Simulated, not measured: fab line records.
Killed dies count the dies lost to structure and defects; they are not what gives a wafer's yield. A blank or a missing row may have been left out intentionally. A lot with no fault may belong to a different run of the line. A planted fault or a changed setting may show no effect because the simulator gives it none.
Which of the tools did it? ; flow nand harc ; 14 lots with 42 wafers sampled at 4 steps, on a route of 1159 steps

== WHAT THE GAUGES READ, wafer by wafer ==
Not one reading of a measure or inspect step in the record can be checked against a usual standard deviation.

== WHAT TOOL EACH LOT RAN ON (gives the tool, then ch and the chambers of the sampled wafers, and finally the start) ==
lot;NHARC_P_M1_ANNEAL_31;NHARC_P_M1_CMP_23;NHARC_P_M2_DESCUM_14;NHARC_P_M2_ETCH_28
L411;rtp anneal-02 ch 0, day 6 13:56;cmp-03 ch 2,3, day 6 14:17;rie diel-11 ch 0,1, day 6 16:13;rie diel-11 ch 1,2,3, day 6 16:49
L410;rtp anneal-02 ch 0, day 6 16:10;cmp-01 ch 0,2, day 6 16:29;rie diel-11 ch 0,1,3, day 6 18:30;rie diel-11 ch 0,3, day 6 19:07
L412;rtp anneal-02 ch 0, day 6 23:28;cmp-03 ch 0,1,2, day 6 23:47;rie diel-11 ch 0,1,3, day 7 01:43;rie diel-11 ch 0,2,3, day 7 02:20
L414;rtp anneal-01 ch 0, day 7 02:34;cmp-04 ch 0,2, day 7 02:57;rie diel-11 ch 1,2,3, day 7 04:59;rie diel-12 ch 2,3, day 7 05:44
L413;rtp anneal-02 ch 0, day 7 03:23;cmp-03 ch 0,1, day 7 03:40;rie diel-11 ch 0,1, day 7 05:54;rie diel-11 ch 0,3, day 7 06:31
L415;rtp anneal-01 ch 0, day 7 07:46;cmp-01 ch 0,2,3, day 7 08:02;rie diel-11 ch 1,2,3, day 7 10:10;rie diel-11 ch 1,2,3, day 7 10:52
L424;rtp anneal-01 ch 0, day 9 03:04;cmp-01 ch 0,1, day 9 03:24;rie diel-12 ch 0,1,2, day 9 05:29;rie diel-12 ch 0,1,2, day 9 06:41
L426;rtp anneal-02 ch 0, day 10 04:19;cmp-01 ch 0,1,2, day 10 04:40;rie diel-12 ch 0,1,3, day 10 06:44;rie diel-11 ch 0,1,3, day 10 07:21
L429;rtp anneal-02 ch 0, day 10 19:51;cmp-01 ch 0,2,3, day 10 20:09;rie diel-12 ch 1,2,3, day 10 22:09;rie diel-11 ch 0,3, day 10 22:46
L428;rtp anneal-02 ch 0, day 11 00:17;cmp-04 ch 0,3, day 11 00:40;rie diel-11 ch 2,3, day 11 02:33;rie diel-11 ch 0,2,3, day 11 03:15
L430;rtp anneal-02 ch 0, day 11 00:53;cmp-03 ch 2,3, day 11 01:14;rie diel-12 ch 0,3, day 11 03:26;rie diel-12 ch 2,3, day 11 04:04
L432;rtp anneal-01 ch 0, day 11 09:25;cmp-01 ch 1,2, day 11 09:47;rie diel-11 ch 0,2,3, day 11 12:04;rie diel-12 ch 1,2, day 11 12:43
L431;rtp anneal-02 ch 0, day 11 09:47;cmp-04 ch 0,1,2, day 11 10:04;rie diel-11 ch 0,1,2, day 11 12:14;rie diel-11 ch 0,1, day 11 12:51
L433;rtp anneal-01 ch 0, day 11 16:43;cmp-01 ch 0,1,3, day 11 17:07;rie diel-11 ch 1,2, day 11 18:58;rie diel-11 ch 0,2,3, day 11 19:35
- NHARC_P_M1_ANNEAL_31: time 90 s.
- NHARC_P_M1_CMP_23: polishes, t overpolish 20 s, target thk 157.82 nm.
- NHARC_P_M2_DESCUM_14: chemistry O2, time 3 s.
- NHARC_P_M2_ETCH_28: etches the open film in CF4/N2, target depth 30 nm, time 72.99 s.

== WHAT THE TOOLS THEMSELVES READ (means of the sampled wafers that have a number; where no wafer has one, the mark that the record gives instead) ==
NHARC_P_M1_ANNEAL_31. Usual: anneal temp c max 225.74, standard deviation 0.24; wafer_temp_C_max 226.06, standard deviation 0.28.
lot;tool;anneal temp c max;wafer_temp_C_max;flag
L411;rtp anneal-02;225.65;226.33;
L410;rtp anneal-02;225.47;226.33;
L412;rtp anneal-02;225.60;226.14;
L414;rtp anneal-01;225.78;225.92;
L413;rtp anneal-02;225.63;226.32;
L415;rtp anneal-01;225.87;225.92;
L424;rtp anneal-01;226.20;225.85;
L426;rtp anneal-02;225.72;226.01;
L429;rtp anneal-02;225.55;226.43;
L428;rtp anneal-02;225.59;226.06;
L430;rtp anneal-02;225.82;226.21;
L432;rtp anneal-01;226.06;226.00;
L431;rtp anneal-02;225.80;226.02;
L433;rtp anneal-01;225.95;225.75;

NHARC_P_M1_CMP_23. Usual: motor current A 12.0 A, standard deviation 1.4; time to endpoint s 29 s, standard deviation 3.5.
lot;tool;motor current A (A);time to endpoint s (s);flag
L411;cmp-03;13.2;28;
L410;cmp-01;11.7;30;
L412;cmp-03;11.5;29;
L414;cmp-04;13.5;28;
L413;cmp-03;11.2;29;
L415;cmp-01;11.2;29;
L424;cmp-01;12.1;30;
L426;cmp-01;11.7;31;
L429;cmp-01;11.4;32;
L428;cmp-04;11.9;34;
L430;cmp-03;13.4;25;
L432;cmp-01;10.7;32;
L431;cmp-04;12.7;31;
L433;cmp-01;11.7;29;

NHARC_P_M2_DESCUM_14. Usual: drypump motor current A 5.8 A, standard deviation 0.37; oes product au 1.002 a.u., standard deviation 0.017; rf vpp V 57.7 V, standard deviation 0.86; showerhead plenum p Torr 1.92 Torr, standard deviation 0.076; throttle valve pct 11.311 %, standard deviation 0.0099.
lot;tool;drypump motor current A (A);oes product au (a.u.);rf vpp V (V);showerhead plenum p Torr (Torr);throttle valve pct (%);flag
L411;rie diel-11;5.5;0.990;58.4;1.97;11.319;
L410;rie diel-11;5.7;1.005;57.9;1.99;11.307;
L412;rie diel-11;5.7;1.005;57.3;1.99;11.312;
L414;rie diel-11;5.8;1.011;57.7;1.95;11.296;
L413;rie diel-11;5.4;1.013;58.3;1.96;11.303;
L415;rie diel-11;5.8;1.007;57.9;1.95;11.312;
L424;rie diel-12;6.0;1.000;57.4;1.90;11.324;
L426;rie diel-12;6.3;1.006;56.7;1.86;11.305;
L429;rie diel-12;5.9;1.015;57.5;1.87;11.315;
L428;rie diel-11;5.9;0.996;58.1;1.91;11.300;
L430;rie diel-12;6.5;1.004;57.7;1.86;11.312;
L432;rie diel-11;5.8;0.997;57.8;1.95;11.316;
L431;rie diel-11;5.6;1.003;56.6;1.92;11.301;
L433;rie diel-11;5.5;1.022;58.3;1.92;11.307;

NHARC_P_M2_ETCH_28. Usual: cf4 flow sccm 50.00 sccm, standard deviation 0.16; drypump motor current A 5.8 A, standard deviation 0.36; oes product au 1.003 a.u., standard deviation 0.018; rf vpp V 314.4 V, standard deviation 1.8; showerhead plenum p Torr 2.65 Torr, standard deviation 0.099; throttle valve pct 19.795 %, standard deviation 0.0077.
lot;tool;cf4 flow sccm (sccm);drypump motor current A (A);oes product au (a.u.);rf vpp V (V);showerhead plenum p Torr (Torr);throttle valve pct (%);flag
L411;rie diel-11;49.99;5.8;1.020;314.6;2.67;19.791;
L410;rie diel-11;49.97;6.0;0.995;315.7;2.76;19.787;
L412;rie diel-11;50.17;5.9;0.985;314.3;2.68;19.798;
L414;rie diel-12;50.10;6.0;1.016;313.0;2.53;19.792;
L413;rie diel-11;49.98;5.8;0.880;315.6;2.73;19.801;OFF
L415;rie diel-11;50.10;5.7;0.887;314.6;2.67;19.787;OFF
L424;rie diel-12;50.08;6.0;0.997;313.3;2.61;19.798;
L426;rie diel-11;49.93;5.7;1.020;316.1;2.72;19.792;
L429;rie diel-11;49.91;5.8;0.999;315.9;2.73;19.796;
L428;rie diel-11;49.73;5.8;0.994;315.5;2.68;19.791;
L430;rie diel-12;50.00;5.7;0.994;313.5;2.58;19.800;
L432;rie diel-12;49.87;5.6;0.999;314.4;2.62;19.790;
L431;rie diel-11;50.11;5.4;1.019;315.2;2.68;19.787;
L433;rie diel-11;50.06;5.9;0.996;315.1;2.68;19.805;

== THE ANSWER, worked out from the rows above alone ==
Rule: a lot counts as off when the mean over its wafers that have a number is more than 3 standard deviations away from the usual mean. Also off: a lot with no number at a reading for which 4 or more lots have one. All remaining lots with rows at the step are treated as sound. First the gauges in route order, then the tools' own readings, where a lot's mean is used as printed above. The first step at which some lot is off is used, and at that step the reading that is off furthest; a lot without a number counts as furthest.
Off at NHARC_P_M2_ETCH_28 (oes product au): L413, L415.
A tool fits if, at that step or a process step before it, it ran every lot that is off, and no sound lot after the first of them. Of those tried, none fits.

== WHAT THE SIMULATOR HAD PUT IN ==
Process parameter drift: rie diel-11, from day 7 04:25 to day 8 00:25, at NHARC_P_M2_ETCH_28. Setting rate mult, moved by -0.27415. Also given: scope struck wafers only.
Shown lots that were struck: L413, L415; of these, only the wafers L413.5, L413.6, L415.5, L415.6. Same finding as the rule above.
